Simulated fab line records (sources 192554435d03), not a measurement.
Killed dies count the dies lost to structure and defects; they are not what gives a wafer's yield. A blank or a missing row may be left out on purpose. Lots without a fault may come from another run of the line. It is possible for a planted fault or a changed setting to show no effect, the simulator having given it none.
Matching of chambers / flow n5Finfet / 4 sister chambers for N5_BEOL_M1_ETCH_69 on rieDiel-03
The step etches SiARC in CF4, target depth 15.6 nm, time 26 s. 8 wafers are shown with their chamber, then 12 later ones without.

== WAFERS WITH THEIR CHAMBER ==
wafer=L081.2; chamber=0; drypumpMotorCurrentA (A)=5.6; showerheadPlenumPTorr (Torr)=2.09
wafer=L081.6; chamber=3; drypumpMotorCurrentA (A)=6.0; showerheadPlenumPTorr (Torr)=2.16
wafer=L083.1; chamber=1; drypumpMotorCurrentA (A)=4.9; showerheadPlenumPTorr (Torr)=2.11
wafer=L083.2; chamber=2; drypumpMotorCurrentA (A)=5.6; showerheadPlenumPTorr (Torr)=2.18
wafer=L083.5; chamber=3; drypumpMotorCurrentA (A)=6.0; showerheadPlenumPTorr (Torr)=2.16
wafer=L088.1; chamber=2; drypumpMotorCurrentA (A)=5.6; showerheadPlenumPTorr (Torr)=2.18
wafer=L088.2; chamber=1; drypumpMotorCurrentA (A)=4.9; showerheadPlenumPTorr (Torr)=2.11
wafer=L088.3; chamber=0; drypumpMotorCurrentA (A)=5.5; showerheadPlenumPTorr (Torr)=2.08

== WAFERS MISSING THEIR CHAMBER ==
wafer=L089.4; drypumpMotorCurrentA (A)=5.6; showerheadPlenumPTorr (Torr)=2.18
wafer=L089.5; drypumpMotorCurrentA (A)=5.7; showerheadPlenumPTorr (Torr)=2.18
wafer=L089.6; drypumpMotorCurrentA (A)=6.0; showerheadPlenumPTorr (Torr)=2.16
wafer=L090.2; drypumpMotorCurrentA (A)=5.6; showerheadPlenumPTorr (Torr)=2.18
wafer=L090.3; drypumpMotorCurrentA (A)=5.6; showerheadPlenumPTorr (Torr)=2.08
wafer=L090.6; drypumpMotorCurrentA (A)=6.0; showerheadPlenumPTorr (Torr)=2.16
wafer=L092.1; drypumpMotorCurrentA (A)=6.0; showerheadPlenumPTorr (Torr)=2.15
wafer=L092.4; drypumpMotorCurrentA (A)=4.9; showerheadPlenumPTorr (Torr)=2.11
wafer=L092.5; drypumpMotorCurrentA (A)=5.6; showerheadPlenumPTorr (Torr)=2.18
wafer=L097.2; drypumpMotorCurrentA (A)=4.9; showerheadPlenumPTorr (Torr)=2.11
wafer=L097.3; drypumpMotorCurrentA (A)=6.0; showerheadPlenumPTorr (Torr)=2.15
wafer=L097.5; drypumpMotorCurrentA (A)=5.6; showerheadPlenumPTorr (Torr)=2.17

== THE CHAMBER EACH PASSED THROUGH ==
wafer=L089.4; from the rows above=2; in truth=2
wafer=L089.5; from the rows above=2; in truth=2
wafer=L089.6; from the rows above=3; in truth=3
wafer=L090.2; from the rows above=2; in truth=2
wafer=L090.3; from the rows above=0; in truth=0
wafer=L090.6; from the rows above=3; in truth=3
wafer=L092.1; from the rows above=3; in truth=3
wafer=L092.4; from the rows above=1; in truth=1
wafer=L092.5; from the rows above=2; in truth=2
wafer=L097.2; from the rows above=1; in truth=1
wafer=L097.3; from the rows above=3; in truth=3
wafer=L097.5; from the rows above=2; in truth=2
12 of 12 placed correctly. Left unplaced by these rows: 0. Number placed wrongly: 0.
How it was worked out, from the rows above alone: a wafer's distance from a chamber is the root of the sum, over the readings, of the square of ((its reading less the chamber's mean) divided by the reading's scatter). The wafer belongs to the nearest chamber; if the next one is less than 2 further off, it can't be placed. A chamber's mean is the mean of its shown wafers. How the scatter is found: for the shown wafers, subtract from each reading the mean of its chamber, square and add these, divide the total by (wafers less chambers), then take the root.
